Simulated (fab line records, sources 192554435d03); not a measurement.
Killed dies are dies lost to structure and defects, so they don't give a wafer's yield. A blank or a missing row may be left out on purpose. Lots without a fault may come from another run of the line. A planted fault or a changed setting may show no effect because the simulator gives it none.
Which tool did it? | flow n5_finfet | 24 lots, 72 wafers sampled, at 3 steps of a route of 1938

WHAT THE GAUGES READ, wafer by wafer
N5_BEOL_M2_OCD_MEAS_38.
lot  | measured     | on     | trench_depth_nm (nm)
L074 | day 6 13:46  | ocd-01 | 56.2 55.3 55.6
L075 | day 7 07:17  | ocd-02 | 55.5 57.5 58.3
L076 | day 7 18:52  | ocd-01 | 55.5 55.4 54.3
L077 | day 7 19:11  | ocd-02 | 54.9 57.1 57.0
L078 | day 8 07:04  | ocd-01 | 56.3 55.1 55.7
L079 | day 8 08:28  | ocd-02 | 55.3 55.8 56.1
L080 | day 8 16:41  | ocd-01 | 54.3 56.4 54.7
L081 | day 9 04:44  | ocd-01 | 56.2 55.2 55.5
L083 | day 9 07:24  | ocd-01 | 56.7 57.0 55.2
L082 | day 9 07:34  | ocd-01 | 56.8 55.6 56.5
L084 | day 9 12:56  | ocd-01 | 56.4 55.9 55.4
L085 | day 10 01:35 | ocd-01 | 54.9 54.4 55.6
L086 | day 10 10:07 | ocd-02 | 54.7 55.6 54.9
L087 | day 10 14:31 | ocd-02 | 56.1 56.7 57.2
L088 | day 10 14:33 | ocd-01 | 55.6 55.7 56.4
L089 | day 10 19:47 | ocd-02 | 55.7 56.0 55.2
L090 | day 10 23:20 | ocd-01 | 55.0 55.9 55.5
L091 | day 11 16:43 | ocd-01 | 54.3 55.9 55.6
L093 | day 12 03:57 | ocd-01 | 55.9 55.6 55.4
L092 | day 12 01:49 | ocd-02 | 55.7 56.3 56.2
L094 | day 12 04:00 | ocd-02 | 55.8 56.7 56.7
L095 | day 12 07:37 | ocd-01 | 56.3 56.5 54.7
L096 | day 12 09:20 | ocd-01 | 55.6 56.2 55.0
L097 | day 12 17:40 | ocd-02 | 56.3 54.6 56.5

WHICH TOOL RAN EACH LOT (tool, then ch and the chambers of the sampled wafers, then the start)
lot  | N5_BEOL_M2_STRIP_19                | N5_BEOL_M2_ETCH_77
L074 | rie_diel-06 ch 0,2,3, day 6 10:05  | rie_diel-06 ch 0,2,3, day 6 11:05
L075 | rie_diel-06 ch 0,2, day 7 04:45    | rie_diel-03 ch 0,2, day 7 05:17
L076 | rie_diel-06 ch 1,2,3, day 7 13:51  | rie_diel-03 ch 0,1,2, day 7 15:16
L077 | rie_diel-06 ch 0,1, day 7 14:41    | rie_diel-03 ch 2,3, day 7 16:45
L078 | rie_diel-06 ch 1,3, day 7 19:50    | rie_diel-06 ch 1,3, day 7 21:50
L079 | rie_diel-03 ch 2,3, day 7 20:45    | rie_diel-03 ch 0,2,3, day 7 22:05
L080 | rie_diel-03 ch 0,2,3, day 8 05:10  | rie_diel-03 ch 0,1,3, day 8 06:13
L081 | rie_diel-06 ch 1,2,3, day 8 17:40  | rie_diel-03 ch 0,2,3, day 8 18:13
L083 | rie_diel-03 ch 1,2,3, day 8 20:58  | rie_diel-06 ch 0,1,3, day 8 21:38
L082 | rie_diel-05 ch 1,2, day 8 22:11    | rie_diel-03 ch 0,3, day 8 22:52
L084 | rie_diel-05 ch 0,1,2, day 9 08:41  | rie_diel-06 ch 1,3, day 9 09:22
L085 | rie_diel-05 ch 1,2, day 9 15:11    | rie_diel-05 ch 0,2, day 9 15:44
L086 | rie_diel-06 ch 0,1, day 10 01:22   | rie_diel-06 ch 0,1,3, day 10 02:02
L087 | rie_diel-03 ch 0,2, day 10 02:52   | rie_diel-03 ch 2,3, day 10 03:33
L088 | rie_diel-03 ch 2,3, day 10 05:32   | rie_diel-03 ch 0,1, day 10 06:22
L089 | rie_diel-06 ch 0,1,3, day 10 11:11 | rie_diel-06 ch 1,2, day 10 11:44
L090 | rie_diel-03 ch 0,1,3, day 10 15:22 | rie_diel-03 ch 0,1,2, day 10 15:55
L091 | rie_diel-05 ch 0,1,2, day 11 13:46 | rie_diel-03 ch 0,2,3, day 11 14:28
L093 | rie_diel-05 ch 2,3, day 11 15:21   | rie_diel-06 ch 0,2,3, day 11 16:25
L092 | rie_diel-05 ch 0,1,2, day 11 17:50 | rie_diel-06 ch 0,1,2, day 11 18:30
L094 | rie_diel-06 ch 0,2,3, day 11 21:07 | rie_diel-06 ch 0,2, day 11 21:56
L095 | rie_diel-03 ch 1,3, day 12 02:29   | rie_diel-05 ch 1,3, day 12 03:10
L096 | rie_diel-05 ch 1,2, day 12 05:27   | rie_diel-05 ch 1,2, day 12 06:00
L097 | rie_diel-05 ch 1,2,3, day 12 08:14 | rie_diel-06 ch 0,1,3, day 12 08:47
- N5_BEOL_M2_STRIP_19: strips in O2.
- N5_BEOL_M2_ETCH_77: etches underlayer in N2/H2, target depth 6.5 nm, time 5.2 s.

WHAT THE TOOLS THEMSELVES READ (means of the sampled wafers that have a number; where no wafer has one, the mark that the record gives instead)
N5_BEOL_M2_STRIP_19.
lot  | tool        | drypump_motor_current_A (A) | oes_product_au (a.u.) | rf_vpp_V (V) | showerhead_plenum_p_Torr (Torr) | throttle_valve_pct (%)
L074 | rie_diel-06 | 6.2                         | 0.74                  | 3.5          | 2.06                            | 16.74
L075 | rie_diel-06 | 6.1                         | 0.73                  | 3.7          | 2.06                            | 16.75
L076 | rie_diel-06 | 6.0                         | 0.86                  | 3.9          | 2.12                            | 16.58
L077 | rie_diel-06 | 5.7                         | 0.86                  | 3.9          | 2.10                            | 16.50
L078 | rie_diel-06 | 6.1                         | 0.93                  | 3.5          | 2.12                            | 16.42
L079 | rie_diel-03 | 6.1                         | 0.76                  | 3.8          | 2.10                            | 16.88
L080 | rie_diel-03 | 6.0                         | 0.75                  | 3.8          | 2.06                            | 16.83
L081 | rie_diel-06 | 6.0                         | 0.93                  | 4.0          | 2.12                            | 16.45
L083 | rie_diel-03 | 6.1                         | 0.81                  | 3.7          | 2.08                            | 16.86
L082 | rie_diel-05 | 5.6                         | 0.88                  | 4.2          | 2.16                            | 16.43
L084 | rie_diel-05 | 5.6                         | 0.78                  | 4.0          | 2.07                            | 16.68
L085 | rie_diel-05 | 5.6                         | 0.86                  | 3.6          | 2.16                            | 16.43
L086 | rie_diel-06 | 5.5                         | 0.85                  | 3.7          | 2.15                            | 16.52
L087 | rie_diel-03 | 5.7                         | 0.70                  | 3.7          | 2.02                            | 16.80
L088 | rie_diel-03 | 6.1                         | 0.75                  | 3.2          | 2.10                            | 16.92
L089 | rie_diel-06 | 5.9                         | 0.85                  | 3.5          | 2.10                            | 16.51
L090 | rie_diel-03 | 5.8                         | 0.78                  | 4.0          | 2.13                            | 16.80
L091 | rie_diel-05 | 5.5                         | 0.76                  | 4.0          | 2.07                            | 16.72
L093 | rie_diel-05 | 5.5                         | 0.91                  | 4.4          | 2.24                            | 16.42
L092 | rie_diel-05 | 5.5                         | 0.76                  | 3.6          | 2.06                            | 16.73
L094 | rie_diel-06 | 6.2                         | 0.86                  | 4.2          | 2.04                            | 16.53
L095 | rie_diel-03 | 6.1                         | 0.79                  | 4.2          | 2.16                            | 16.88
L096 | rie_diel-05 | 5.8                         | 0.75                  | 3.1          | 2.06                            | 16.47
L097 | rie_diel-05 | 5.7                         | 0.82                  | 3.4          | 2.15                            | 16.41

N5_BEOL_M2_ETCH_77.
lot  | tool        | drypump_motor_current_A (A) | etch_rf_on_time_s (s) | oes_product_au (a.u.) | rf_vpp_V (V) | showerhead_plenum_p_Torr (Torr) | throttle_valve_pct (%)
L074 | rie_diel-06 | 6.2                         | 5.29                  | 0.62                  | 522          | 2.49                            | 17.93
L075 | rie_diel-03 | 6.0                         | 5.25                  | 0.63                  | 519          | 2.40                            | 17.97
L076 | rie_diel-03 | 5.9                         | 5.23                  | 0.69                  | 521          | 2.49                            | 17.98
L077 | rie_diel-03 | 6.2                         | 5.28                  | 0.65                  | 520          | 2.45                            | 18.06
L078 | rie_diel-06 | 6.1                         | 5.13                  | 0.78                  | 525          | 2.57                            | 17.72
L079 | rie_diel-03 | 5.9                         | 5.24                  | 0.63                  | 522          | 2.51                            | 17.97
L080 | rie_diel-03 | 5.9                         | 5.21                  | 0.69                  | 525          | 2.60                            | 17.97
L081 | rie_diel-03 | 6.0                         | 5.19                  | 0.63                  | 523          | 2.51                            | 17.98
L083 | rie_diel-06 | 5.9                         | 5.20                  | 0.74                  | 525          | 2.55                            | 17.74
L082 | rie_diel-03 | 5.7                         | 5.21                  | 0.61                  | 525          | 2.56                            | 17.88
L084 | rie_diel-06 | 6.1                         | 5.13                  | 0.76                  | 523          | 2.57                            | 17.74
L085 | rie_diel-05 | 5.3                         | 5.19                  | 0.67                  | 522          | 2.51                            | 18.12
L086 | rie_diel-06 | 5.9                         | 5.17                  | 0.72                  | 524          | 2.55                            | 17.77
L087 | rie_diel-03 | 6.1                         | 5.17                  | 0.64                  | 525          | 2.55                            | 18.09
L088 | rie_diel-03 | 5.7                         | 5.24                  | 0.65                  | 522          | 2.53                            | 17.91
L089 | rie_diel-06 | 5.7                         | 5.10                  | 0.76                  | 525          | 2.63                            | 17.80
L090 | rie_diel-03 | 5.9                         | 5.17                  | 0.66                  | 523          | 2.48                            | 18.02
L091 | rie_diel-03 | 6.0                         | 5.19                  | 0.61                  | 523          | 2.50                            | 18.03
L093 | rie_diel-06 | 6.2                         | 5.22                  | 0.73                  | 523          | 2.47                            | 17.73
L092 | rie_diel-06 | 5.8                         | 5.16                  | 0.72                  | 524          | 2.54                            | 17.77
L094 | rie_diel-06 | 6.0                         | 5.18                  | 0.71                  | 522          | 2.46                            | 17.74
L095 | rie_diel-05 | 5.9                         | 5.23                  | 0.64                  | 523          | 2.50                            | 17.55
L096 | rie_diel-05 | 5.7                         | 5.22                  | 0.64                  | 522          | 2.50                            | 17.62
L097 | rie_diel-06 | 5.9                         | 5.23                  | 0.69                  | 522          | 2.54                            | 17.79

THE ANSWER, worked out from the rows above alone
Rule: what is usual is taken from the lots themselves. Put in order of their means at a reading, lots are off if they are a third of the lots or fewer, leave a main group of 4 or more, and stand apart from it by a gap of 3 or more times the standard deviation of the main group's means; of several such gaps the widest counts. A main group whose means are all the same, to the digits that the tables above print for the reading, isn't used. A lot without any number at a reading at which 4 lots or more have one is off too. The other lots that the step has rows for count as sound. The gauges are gone through in route order, then the tools' own readings, and for those a lot's mean is taken as printed above. The first step at which some lot is off is used, and at that step the reading that is off furthest; a lot without a number counts as furthest.
No lot is off at any reading shown: from this, nothing can be told.

WHAT THE SIMULATOR HAD PUT IN
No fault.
